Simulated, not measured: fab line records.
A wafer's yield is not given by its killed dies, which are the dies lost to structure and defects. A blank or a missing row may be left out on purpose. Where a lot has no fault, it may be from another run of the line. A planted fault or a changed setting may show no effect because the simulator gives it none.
fab line records	flow n5Finfet
record lots=8	wafers=24	lastDay=20
route steps=1938 shown BEOL_M2@916 BEOL_M3@931 BEOL_M4@1111 PASSIVATION@1936
lots that met no fault: from a run of the same line without faults
startH: the number of hours between the record's first day and the start of the first shown wafer of the lot	waitH: hours since the lot's step before	" identical to the entry in the row above	L1.1+2: one row covering several wafers at once	- either no value or no given start	* or withheld: withheld	< > ~ a bound
route shown NAME@n: NAME is a module with steps in the file, n the number in the route of the first one	usual: average and standard deviation across the fault-free wafers	same: alike in all rows	chamber/n: place in a boat	sites: readings site by site	_std_site: standard deviation across them	_edge_site: mean of outer sites minus mean of inner sites	radiusMm: how far each site lies from the wafer's centre	mask NAME#n: copy n	behind: the tool/chamber that last shaped the wafer	hold: why the lot was held/for how many hours/how that ended	device: which transistor (n, p or np) failed to switch	end of line: tests of these same wafers at the route's end	where a step has no rows: the recipe by itself	killed: the dies lost at the first sort to structure and to defects; this is not the yield of the wafer	map: dies across one wafer; x = killed, . = not, _ = none there
set.NAME: the setting as run; set.NAME@STEP: as run at that earlier step	model.NAME: the simulator's own value behind a step, which no gauge read
route steps across a sampled set of lots; one table per step, one row per wafer
services: the hour from which a tool's chamber was out of use, counted from the record's first day as startH (under 0 if before that day), plus the number of hours and why
## steps
# step N5_BEOL_M2_SPUTTER_92
# recipe material=Cu	targetThkA=45	tempC=-20	chamberPressurePa=0.07	powerW=withheld	timeS=8.29
# usual chamberPressurePa=0.06998/0.00015	chuckGasFlowSccm=1.25/0.051	susceptorTempC=-20.00/0.1	throttleValvePct=29.6/1
lot.wafer	tool	chamber	startH	waitH	chamberPressurePa	chuckGasFlowSccm	susceptorTempC	throttleValvePct
L206.2	pvdSputter-03	-	140.53	0.1	0.06992	1.21	-20.05	28.0
L206.5	"	-	"	"	0.06993	1.28	-20.07	29.0
L206.6	"	-	"	"	0.07016	1.27	-20.16	29.3
L208.1	pvdSputter-02	-	173.24	0.1	0.07013	1.16	-20.06	30.6
L208.2	"	-	"	"	0.06998	1.34	-20.09	29.8
L208.4	"	-	"	"	0.06972	1.30	-20.09	30.0
L210.1	pvdSputter-02	-	181.79	0.1	0.06981	1.30	-20.06	29.8
L210.3	"	-	"	"	0.07028	1.19	-20.08	31.4
L210.5	"	-	"	"	0.07	1.22	-20.11	31.6
L215.1	pvdSputter-02	-	242.40	0.1	0.06994	1.32	-19.85	28.7
L215.4	"	-	"	"	0.06994	1.19	-19.91	31.3
L215.6	"	-	"	"	0.07015	1.26	-20.06	30.0
L217.2	pvdSputter-03	-	258.14	0.1	0.06967	1.23	-20.02	28.8
L217.3	"	-	"	"	0.07013	1.24	-19.98	30.6
L217.6	"	-	"	"	0.06994	1.29	-20.02	29.1
L225.1	pvdSputter-01	-	295.76	0.1	0.07018	1.17	-20.15	29.7
L225.3	"	-	"	"	0.07006	1.26	-20.04	28.3
L225.5	"	-	"	"	0.06991	1.26	-20.07	31.2
L228.1	pvdSputter-03	-	325.74	0.1	0.06995	1.11	-20.05	29.4
L228.2	"	-	"	"	0.07005	1.18	-19.92	27.9
L228.3	"	-	"	"	0.07007	1.31	-19.90	28.9
L229.4	pvdSputter-03	-	329.31	0.1	0.07003	1.24	-20.01	29.4
L229.5	"	-	"	"	0.06992	1.36	-20.02	27.9
L229.6	"	-	"	"	0.06973	1.16	-20.08	29.0
# step N5_BEOL_M2_ANNEAL_93
# recipe tempC=400	timeS=240	ambient=vacuum
# usual heaterPowerW=843/91	susceptorTempC=399.98/0.22
lot.wafer	tool	chamber	startH	waitH	heaterPowerW	susceptorTempC
L206.2	pvdSputter-03	-	140.61	0.0	773	399.68
L206.5	"	-	"	"	833	399.75
L206.6	"	-	"	"	714	399.95
L208.1	pvdSputter-02	-	173.32	0.0	940	399.44
L208.2	"	-	"	"	953	399.94
L208.4	"	-	"	"	918	400.19
L210.1	pvdSputter-02	-	181.87	0.0	942	400.00
L210.3	"	-	"	"	800	399.95
L210.5	"	-	"	"	799	399.72
L215.1	pvdSputter-02	-	242.48	0.0	867	399.43
L215.4	"	-	"	"	792	399.69
L215.6	"	-	"	"	932	400.02
L217.2	pvdSputter-03	-	258.22	0.0	834	400.47
L217.3	"	-	"	"	738	399.98
L217.6	"	-	"	"	719	399.76
L225.1	pvdSputter-01	-	295.84	0.0	881	399.83
L225.3	"	-	"	"	853	399.95
L225.5	"	-	"	"	1014	400.17
L228.1	pvdSputter-03	-	325.82	0.0	741	400.14
L228.2	"	-	"	"	750	399.93
L228.3	"	-	"	"	807	399.89
L229.4	pvdSputter-03	-	329.39	0.0	706	399.98
L229.5	"	-	"	"	764	399.76
L229.6	"	-	"	"	815	400.10
# step N5_BEOL_M2_CMP_52
# recipe stopOn=SiOC	tOverpolishS=6.8	downForcePsi=1	platenRpm=50	clearingPlatenDownForcePsi=1.5	clearingPlatenRpm=50	postCmpClean=cuAlkaline	targetThkNm=40	clearingPlatenPadVelocityMS=0.99484	padVelocityMS=0.99484
# usual barrierFieldEndpointS=24.9/0.61	clearingPlatenDownForcePsi=1.500/0.003	motorCurrentA=6.3/0.66	overpolishRunS=6.800/0.009	slurryFilterDpKPa=13.50/0.14	timeToEndpointS=64/3.3
lot.wafer	tool	chamber	startH	waitH	barrierFieldEndpointS	clearingPlatenDownForcePsi	motorCurrentA	overpolishRunS	slurryFilterDpKPa	timeToEndpointS
L206.2	cmp-01	1	142.47	0.2	24.5	1.500	7.0	6.787	13.70	62
L206.6	"	1	"	"	23.8	1.497	6.7	6.800	13.39	58
L206.5	"	2	"	"	24.8	1.500	6.3	6.806	13.31	61
L208.2	cmp-03	0	174.18	0.2	24.4	1.502	6.9	6.802	13.42	66
L208.4	"	1	"	"	24.5	1.501	9.0	6.793	13.40	62
L208.1	"	3	"	"	24.4	1.499	6.9	6.801	13.56	66
L210.3	cmp-04	0	182.80	0.2	24.7	1.499	6.1	6.803	13.40	64
L210.1	"	1	"	"	24.4	1.497	6.2	6.798	13.62	57
L210.5	"	2	"	"	25.5	1.495	5.9	6.806	13.34	64
L215.4	cmp-04	0	243.37	0.2	25.7	1.498	6.2	6.800	13.75	68
L215.1	"	1	"	"	25.1	1.502	6.4	6.785	13.58	69
L215.6	"	3	"	"	25.1	1.496	6.1	6.799	13.77	68
L217.3	cmp-04	0	259.17	0.3	24.6	1.500	5.8	6.790	13.52	65
L217.2	"	1	"	"	24.0	1.503	6.6	6.797	13.51	63
L217.6	"	3	"	"	24.6	1.499	6.6	6.798	13.47	62
L225.3	cmp-04	1	296.73	0.2	-	-	-	-	-	-
L225.1	"	3	"	"	-	-	-	-	-	-
L225.5	"	1	"	"	-	-	-	-	-	-
L228.3	cmp-01	2	326.67	0.2	-	-	-	-	-	-
L228.1	"	3	"	"	-	-	-	-	-	-
L228.2	"	1	"	"	-	-	-	-	-	-
L229.4	cmp-03	0	330.50	0.2	24.4	1.503	6.8	6.809	13.25	63
L229.5	"	2	"	"	24.4	1.499	5.9	6.795	13.57	63
L229.6	"	3	"	"	24.2	1.503	6.9	6.803	13.43	61
# step N5_BEOL_M2_THK_MEAS_53
# recipe thkMeasGauge=xrf	reads=Cu_of_BEOL_M2_ECD_50
# usual M2_THK=40.2/1.3
lot.wafer	tool	chamber	startH	waitH	M2_THK[nm]
L206.2	filmMetro-01	-	142.77	-	37.0
L206.5	"	-	"	"	39.7
L206.6	"	-	"	"	38.1
L208.1	filmMetro-02	-	174.47	-	39.5
L208.2	"	-	"	"	39.7
L208.4	"	-	"	"	38.9
L210.1	filmMetro-01	-	183.02	-	40.1
L210.3	"	-	"	"	40.6
L210.5	"	-	"	"	41.9
L215.1	filmMetro-01	-	243.63	-	41.3
L215.4	"	-	"	"	39.6
L215.6	"	-	"	"	38.9
L217.2	filmMetro-01	-	259.39	-	41.2
L217.3	"	-	"	"	41.3
L217.6	"	-	"	"	40.4
L225.1	filmMetro-01	-	296.98	0.1	303.1
L225.3	"	-	"	"	307.9
L225.5	"	-	"	"	305.5
L228.1	filmMetro-02	-	326.97	0.2	300.7
L228.2	"	-	"	"	297.7
L228.3	"	-	"	"	301.5
L229.4	filmMetro-01	-	330.72	-	38.6
L229.5	"	-	"	"	38.7
L229.6	"	-	"	"	37.4
# step N5_BEOL_M2_RS_MEAS_58
# recipe thkMeasGauge=four-point-probe	reads=Co_of_BEOL_M2_CO_CAP_55+Cu_of_BEOL_M2_ECD_50+Co_of_BEOL_M2_CVD_47+TaN_of_BEOL_M2_ALD_84
# usual M2_RS=0.672/0.028
lot.wafer	tool	chamber	startH	waitH	M2_RS[ohm/sq]
L206.2	filmMetro-02	-	143.06	0.1	0.746
L206.5	"	-	"	"	0.678
L206.6	"	-	"	"	0.716
L208.1	filmMetro-02	-	174.73	0.0	0.687
L208.2	"	-	"	"	0.688
L208.4	"	-	"	"	0.703
L210.1	filmMetro-01	-	183.28	0.0	0.666
L210.3	"	-	"	"	0.663
L210.5	"	-	"	"	0.636
L215.1	filmMetro-01	-	243.89	0.0	0.645
L215.4	"	-	"	"	0.678
L215.6	"	-	"	"	0.694
L217.2	filmMetro-01	-	259.65	0.1	0.651
L217.3	"	-	"	"	0.649
L217.6	"	-	"	"	0.668
L225.1	filmMetro-01	-	297.25	0.0	0.058
L225.3	"	-	"	"	0.057
L225.5	"	-	"	"	0.058
L228.1	filmMetro-01	-	327.23	0.0	0.058
L228.2	"	-	"	"	0.059
L228.3	"	-	"	"	0.059
L229.4	filmMetro-01	-	330.98	0.0	0.713
L229.5	"	-	"	"	0.708
L229.6	"	-	"	"	0.736
# step N5_BEOL_M2_INSPECT_59
# recipe inspectInstrument=darkfield	mode=postDep
# usual rawDefectCount=73/24
lot.wafer	tool	chamber	startH	waitH	rawDefectCount
L206.2	defectInspect-02	-	143.09	0.0	74
L206.5	"	-	"	"	96
L206.6	"	-	"	"	47
L208.1	defectInspect-02	-	174.76	0.0	90
L208.2	"	-	"	"	76
L208.4	"	-	"	"	61
L210.1	defectInspect-01	-	183.30	0.0	44
L210.3	"	-	"	"	70
L210.5	"	-	"	"	72
L215.1	defectInspect-01	-	243.92	0.0	86
L215.4	"	-	"	"	54
L215.6	"	-	"	"	47
L217.2	defectInspect-01	-	259.68	0.0	49
L217.3	"	-	"	"	74
L217.6	"	-	"	"	80
L225.1	defectInspect-02	-	297.27	0.0	6036
L225.3	"	-	"	"	5975
L225.5	"	-	"	"	6030
L228.1	defectInspect-01	-	327.25	0.0	5984
L228.2	"	-	"	"	5894
L228.3	"	-	"	"	5883
L229.4	defectInspect-02	-	331.00	0.0	67
L229.5	"	-	"	"	59
L229.6	"	-	"	"	56
# step N5_BEOL_M3_ILD_DEP_00
# recipe material=SiOC	targetThkA=790	tempC=350	precursor=DEMS/O2	pressureTorr=5	rfW=500	timeS=15.3
# usual chamberPressureTorr=4.999/0.011	heaterPowerW=476/69	showerheadPlenumPTorr=5.701/0.02	susceptorTempC=350.00/0.21	throttleValvePct=11.9/0.68
lot.wafer	tool	chamber	startH	waitH	chamberPressureTorr	heaterPowerW	showerheadPlenumPTorr	susceptorTempC	throttleValvePct
L206.2	pecvd-03	1	143.12	0.0	5.015	551	5.679	350.34	12.2
L206.5	"	2	"	"	5.001	511	5.694	350.30	12.3
L206.6	"	1	"	"	5.009	558	5.670	350.04	12.8
L208.1	pecvd-04	1	174.79	0.0	5.008	484	5.706	350.16	13.3
L208.2	"	2	"	"	4.993	487	5.709	350.47	11.2
L208.4	"	0	"	"	4.981	439	5.733	349.98	12.1
L210.1	pecvd-03	1	183.34	0.0	5.015	547	5.690	350.12	12.4
L210.3	"	2	"	"	4.988	509	5.682	349.93	12.4
L210.5	"	1	"	"	5.009	540	5.681	349.83	12.3
L215.1	pecvd-02	1	243.95	0.0	5.014	421	5.699	350.19	11.9
L215.4	"	1	"	"	5.020	431	5.693	349.73	12.0
L215.6	"	0	"	"	4.976	364	5.736	349.91	11.6
L217.2	pecvd-02	2	259.72	0.0	4.984	505	5.687	349.90	11.1
L217.3	"	0	"	"	4.983	316	5.709	350.20	11.5
L217.6	"	1	"	"	5.006	415	5.692	350.08	11.9
L229.4	pecvd-03	2	331.05	0.1	4.989	509	5.661	350.29	10.6
L229.5	"	0	"	"	4.993	564	5.712	350.08	12.5
L229.6	"	1	"	"	4.996	593	5.686	349.82	12.3
# step N5_BEOL_M4_RC_MEAS_101
# usual DIBL_N=36.5/1.2	DIBL_P=36.5/1.6	IOFF_N=0.162/0.023	IOFF_P=0.221/0.03	ION_N=678/8	ION_P=466/6.3	SS_N=71.6/0.46	SS_P=73.3/0.57	VT_N=249.2/2.6	VT_P=-249/3.3
lot.wafer	tool	chamber	startH	waitH	DIBL_N[mV/V]	DIBL_P[mV/V]	IOFF_N[nA/um]	IOFF_P[nA/um]	ION_N[uA/um]	ION_P[uA/um]	SS_N[mV/dec]	SS_P[mV/dec]	VT_N[mV]	VT_P[mV]
L206.2	prober-02	0	183.81	0.3	38.6	36.2	0.178	0.225	683	463	71.8	73.7	247.0	-252
L206.5	"	0	"	"	36.6	34.8	0.144	0.207	665	460	71.2	73.2	249.8	-250
L206.6	"	0	"	"	37.1	34.5	0.149	0.197	679	463	72.2	72.9	249.5	-252
L210.1	prober-02	0	241.66	0.0	36.6	38.9	0.186	0.239	683	467	71.1	74.4	248.0	-248
L210.3	"	0	"	"	37.0	39.9	0.209	0.253	693	470	71.8	73.7	244.0	-245
L210.5	"	0	"	"	36.9	39.0	0.191	0.232	682	470	71.4	73.8	246.5	-248
L208.1	prober-02	0	242.59	0.4	35.9	36.2	0.143	0.197	676	470	71.2	73.5	251.3	-252
L208.2	"	0	"	"	38.2	38.8	0.187	0.249	691	468	71.9	74.2	247.9	-249
L208.4	"	0	"	"	34.9	34.9	0.126	0.177	664	458	71.0	73.4	253.5	-254
L215.1	prober-02	0	265.30	0.0	37.9	37.1	0.180	0.229	680	463	71.7	73.1	246.5	-248
L215.4	"	0	"	"	38.1	36.4	0.169	0.214	674	460	71.5	73.1	248.7	-249
L215.6	"	0	"	"	38.1	37.2	0.179	0.227	678	468	72.0	72.6	247.2	-252
L217.2	prober-02	0	287.76	0.2	35.7	35.1	0.158	0.179	681	454	71.3	73.0	252.5	-254
L217.3	"	0	"	"	36.7	35.9	0.175	0.192	680	455	71.9	73.6	246.2	-254
L217.6	"	0	"	"	36.8	36.9	0.188	0.210	689	463	72.1	73.7	249.9	-250
L229.4	prober-02	0	367.87	0.5	38.1	38.1	0.181	0.251	678	468	72.3	74.5	248.3	-249
L229.5	"	0	"	"	37.7	36.9	0.170	0.233	691	469	72.2	74.4	249.1	-247
L229.6	"	0	"	"	39.2	38.9	0.206	0.258	690	463	72.1	73.9	245.9	-249
# step N5_PASSIVATION_PROBE_49
# usual defectLimitedYield=91.2/1.3	killed_at_M0_to_M3=34/9.2	killed_at_M4_up=14/5	killedAtContacts=13/6.7	killedAtFrontEnd=39/12	killedAtOther=4/3.3	killedDies=104/15	killedOnRim=14/3.7	killedOpen=68/12	killedShort=34/7.5	sort_bin_5_function=5.2/0.87	sort_bin_6_memory=3.3/0.63	sortNPass=1076/15	sortYieldPct=91.2/1.3
# same grossDies=1180	killedAtBackSide=0	sort_bin_4_leakage[%]=0	sort_bin_8_speed[%]=0
lot.wafer	tool	chamber	startH	waitH	defectLimitedYield[%]	killed_at_M0_to_M3	killed_at_M4_up	killedAtContacts	killedAtFrontEnd	killedAtOther	killedDies	killedOnRim	killedOpen	killedShort	sort_bin_5_function[%]	sort_bin_6_memory[%]	sortNPass	sortYieldPct[%]
L225.1	prober-01	-	435.61	0.0	0	1117	12	20	25	6	1180	152	66	28	5.0	2.7	0	0
L225.3	prober-01	-	435.71	0.1	0	1127	16	4	30	3	1180	152	67	27	4.8	2.8	0	0
L225.5	prober-01	-	435.81	0.2	0	1123	21	11	22	3	1180	152	66	13	4.2	2.8	0	0
L228.1	prober-02	-	463.50	0.0	0	1124	19	11	21	5	1180	152	63	35	4.7	3.6	0	0
L228.2	prober-02	-	463.55	0.1	0	1102	16	17	42	3	1180	152	75	42	6.2	3.3	0	0
L228.3	prober-02	-	463.60	0.1	0	1130	18	7	23	2	1180	152	64	35	5.6	2.5	0	0
# killed by level:class
L225.1 BEOL_M2:areaCmp=1083 MOL_CONTACT_COAG:geometricParticle:open=17 BEOL_M0_SAQP:geometricParticle:open=10 BEOL_M3:geometricParticle:open=7 STI_FIN_REVEAL:geometricParticle:open=5 BEOL_M0_SAQP:geometricParticle:short=5 FIN_SAQP:geometricParticle:open=4 FIN_SAQP:geometricParticle:short=4
L225.3 BEOL_M2:areaCmp=1086 STI_FIN_REVEAL:geometricParticle:open=12 BEOL_M2:geometricParticle:open=12 BEOL_M0_SAQP:geometricParticle:short=9 BEOL_M3:geometricParticle:open=9 BEOL_M1:geometricParticle:open=5 BEOL_M5:geometricParticle:open=5 MOL_CONTACT_COAG:geometricParticle:open=4
L225.5 BEOL_M2:areaCmp=1096 MOL_CONTACT_COAG:geometricParticle:open=11 BEOL_M3:geometricParticle:open=11 STI_FIN_REVEAL:geometricParticle:open=10 BEOL_M4:geometricParticle:open=10 BEOL_M5:geometricParticle:open=6 BEOL_M1:geometricParticle:open=5 FIN_SAQP:geometricParticle:open=3
L228.1 BEOL_M2:areaCmp=1081 BEOL_M2:geometricParticle:open=11 MOL_CONTACT_COAG:geometricParticle:open=9 BEOL_M0_SAQP:geometricParticle:short=9 BEOL_M4:geometricParticle:open=9 BEOL_M0_SAQP:geometricParticle:open=8 FIN_SAQP:geometricParticle:short=6 BEOL_M0:geometricParticle:open=5
L228.2 BEOL_M2:areaCmp=1061 MOL_CONTACT_COAG:geometricParticle:open=13 BEOL_M0_SAQP:geometricParticle:short=12 STI_FIN_REVEAL:geometricParticle:open=8 BEOL_M0_SAQP:geometricParticle:open=7 GATE_CUT:geometricParticle:open=6 BEOL_M2:geometricParticle:open=6 BEOL_M4:geometricParticle:open=6
L228.3 BEOL_M2:areaCmp=1078 BEOL_M0_SAQP:geometricParticle:short=17 BEOL_M0_SAQP:geometricParticle:open=11 BEOL_M3:geometricParticle:open=11 BEOL_M4:geometricParticle:open=8 BEOL_M0:geometricParticle:open=6 MOL_CONTACT_COAG:geometricParticle:open=5 BEOL_M4:geometricParticle:short=4
## services
tool	chamber	startH	hours	kind
cmp-04	-	123.36	5.2	pm
pvdSputter-01	-	127.38	0.8	repair
cmp-01	-	127.61	1.6	repair
pecvd-02	1	133.62	50.0	repair
cmp-04	-	136.81	1.7	repair
cmp-03	-	146.79	0.3	repair
pecvd-03	1	146.92	6.6	repair
cmp-04	-	149.20	4.0	pm
pecvd-02	0	169.29	4.4	repair
cmp-01	-	178.10	2.4	repair
pvdSputter-03	-	188.94	5.9	repair
cmp-03	-	194.05	0.8	repair
pvdSputter-02	-	202.44	2.8	repair
pvdSputter-03	-	211.08	3.7	repair
cmp-04	-	211.44	3.1	repair
cmp-03	-	221.66	29.9	repair
pecvd-02	-	223.04	0.3	repair
cmp-01	-	232.38	5.4	pm
cmp-01	-	243.19	4.5	pm
pecvd-02	-	261.64	0.5	repair
cmp-04	-	262.70	6.1	pm
cmp-01	-	265.06	4.0	pm
pecvd-02	-	267.16	1.1	repair
cmp-03	-	267.28	4.0	pm
## key
firstSign step=N5_BEOL_M2_CMP_52	reading=toolRecord	direction=missing
effect step=N5_BEOL_M2_THK_MEAS_53	reading=M2_THK	direction=up	sigmas=99+	usual=40.2	struck=302.7
effect step=N5_BEOL_M2_RS_MEAS_58	reading=M2_RS	direction=down	sigmas=22	usual=0.672	struck=0.058
effect step=N5_BEOL_M2_INSPECT_59	reading=rawDefectCount	direction=up	sigmas=99+	usual=73	struck=5967
effect step=N5_PASSIVATION_PROBE_49	reading=killed_at_M0_to_M3	direction=up	sigmas=99+	usual=34	struck=1120
moreKillsBornAt N5_BEOL_M2_CMP_52@cmp-04=3265	N5_BEOL_M2_CMP_52@cmp-01=3220
metAt N5_BEOL_M2_CMP_52
struckLots L225,L228
laterRowsLeftOut L225.1,L225.3,L225.5,L228.1,L228.2,L228.3
notActingAt N5_BEOL_M2_SPUTTER_92,N5_BEOL_M2_ANNEAL_93,N5_BEOL_M3_ILD_DEP_00
onsetBetween 259.17 296.73
fault kind=skippedStepWhole	tool=cmp-01,cmp-04	chamber=-	onsetH=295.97	steps=N5_BEOL_M2_CMP_52	scope=struckLotsOnly
# laterRowsLeftOut: the simulator's readings of these wafers behind a module that went badly wrong aren't trusted and aren't shown, but for the sort
